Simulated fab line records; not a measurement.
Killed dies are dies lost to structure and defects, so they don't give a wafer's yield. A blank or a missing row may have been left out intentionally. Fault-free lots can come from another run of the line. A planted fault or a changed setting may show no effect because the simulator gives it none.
Chamber matching    flow n5-finfet    N5_MOL_CONTACT_COAG_ALD_27 on ald-sin-04 has 4 sister chambers
The step deposits SiOC, target thk 17 nm, pulse time 1.5 s, time 2720 s. 20 wafers are shown with their chamber, then 10 later ones without.

## EACH WAFER AND ITS CHAMBER
wafer   chamber  heater-power-w (W)  precursor-pulse-height-rel
L074.2  1        865                 0.991
L074.3  3        874                 1.015
L074.6  2        762                 1.003
L079.1  2        759                 0.984
L079.2  3        875                 1.014
L079.4  1        868                 0.999
L081.1  3        869                 0.981
L081.3  2        770                 1.001
L081.5  1        875                 0.979
L082.2  2        772                 1.005
L082.4  0        766                 1.005
L082.6  0        759                 0.995
L083.1  0        741                 1.017
L083.5  3        876                 0.998
L083.6  0        780                 1.018
L086.1  2        750                 1.025
L086.2  3        855                 0.969
L086.5  2        765                 1.001
L088.2  0        768                 1.011
L088.3  2        766                 0.996

SIGNATURES (averages over the wafers above)
reading                     chamber 0  chamber 1  chamber 2  chamber 3  scatter within a chamber
heater-power-w              762.80     869.33     763.43     869.80     9.7
precursor-pulse-height-rel  1.00920    0.98967    1.00214    0.99540    0.0139
Rule: for a wafer and a chamber, the distance is found by dividing, reading by reading, the gap between the wafer's reading and the chamber's mean by the reading's scatter, squaring, summing and taking the root. The wafer belongs to the nearest chamber; if the next one is less than 2 further off, it can't be placed. The scatter is the square root of a quotient: the sum, over the shown wafers, of each reading's squared deviation from its chamber's mean, divided by wafers minus chambers.

## WAFERS WITH NO CHAMBER GIVEN
wafer   heater-power-w (W)  precursor-pulse-height-rel
L088.5  764                 1.025
L092.2  762                 0.970
L092.4  879                 1.000
L092.6  752                 0.996
L096.2  797                 0.997
L096.3  781                 0.966
L096.4  875                 1.023
L097.1  856                 1.027
L097.2  892                 0.999
L097.6  868                 0.985

## WHICH CHAMBER EACH WENT THROUGH
wafer   from the rows above      in truth
L088.5  can't be placed: 0 or 2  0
L092.2  can't be placed: 2 or 0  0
L092.4  can't be placed: 3 or 1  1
L092.6  can't be placed: 2 or 0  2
L096.2  can't be placed: 2 or 0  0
L096.3  can't be placed: 2 or 0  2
L096.4  can't be placed: 3 or 1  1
L097.1  can't be placed: 3 or 1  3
L097.2  can't be placed: 3 or 1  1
L097.6  can't be placed: 1 or 3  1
Correct placement for 0 of the 10. Cannot be placed on the basis of these rows: 10; the candidates contain the true chamber in 10. Wrongly placed: 0.
